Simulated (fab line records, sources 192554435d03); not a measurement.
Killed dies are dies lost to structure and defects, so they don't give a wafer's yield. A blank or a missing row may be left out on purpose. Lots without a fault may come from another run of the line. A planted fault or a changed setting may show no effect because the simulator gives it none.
One fault seen from 2 desks | flow n5_finfet | each desk has only its own numbers; what lay behind them comes last

THE DEFECT DESK
What the inspections along the route counted, lot by lot: means of the sampled wafers that have a number. A lot is out of limits, marked OUT, if its mean lies more than 4 standard deviations from the usual mean; the brackets give that distance.
Columns: A = raw_defect_count at N5_BEOL_M12_INSPECT_30, usual 2.1
lot  | first seen here | A
L547 | day 10 11:16    | 2.7
L552 | day 11 12:30    | 3.0
L553 | day 11 21:22    | 3.7
L554 | day 12 14:58    | 2.3
L558 | day 13 17:29    | 2.0
L562 | day 14 05:10    | 1.0
L563 | day 14 10:19    | 0.5
L567 | day 15 10:39    | 2.5
L566 | day 15 17:50    | 2.0
L569 | day 16 10:34    | 2.0
L570 | day 16 16:17    | 2.0
This desk's finding: nothing out of limits on any of the 11 lots.

THE TOOL OWNER'S DESK: pvd_sputter-02
The tool's own readings at N5_BEOL_M12_SPUTTER_44 (material Ta, target thk 10 nm, time 16.13 s): means of the sampled wafers that have a number, for each lot that ran on this tool. A lot is out of limits, marked OUT, if its mean lies more than 4 standard deviations from the usual mean; the brackets give that distance.
Columns: A = throttle_valve_pct at N5_BEOL_M12_SPUTTER_44, usual 30.2 %
lot  | first seen here | A
L552 | day 11 18:35    | 30.1
L553 | day 12 00:30    | 30.1
L558 | day 13 19:09    | 29.9
L563 | day 14 14:19    | 31.2
L567 | day 15 13:31    | 31.3
L566 | day 15 20:42    | 29.6
This desk's finding: nothing out of limits on any of the 6 lots.

PUT TOGETHER
The defect desk saw nothing out of limits.
The tool owner's desk saw nothing out of limits.

WHAT THE SIMULATOR HAD PUT IN
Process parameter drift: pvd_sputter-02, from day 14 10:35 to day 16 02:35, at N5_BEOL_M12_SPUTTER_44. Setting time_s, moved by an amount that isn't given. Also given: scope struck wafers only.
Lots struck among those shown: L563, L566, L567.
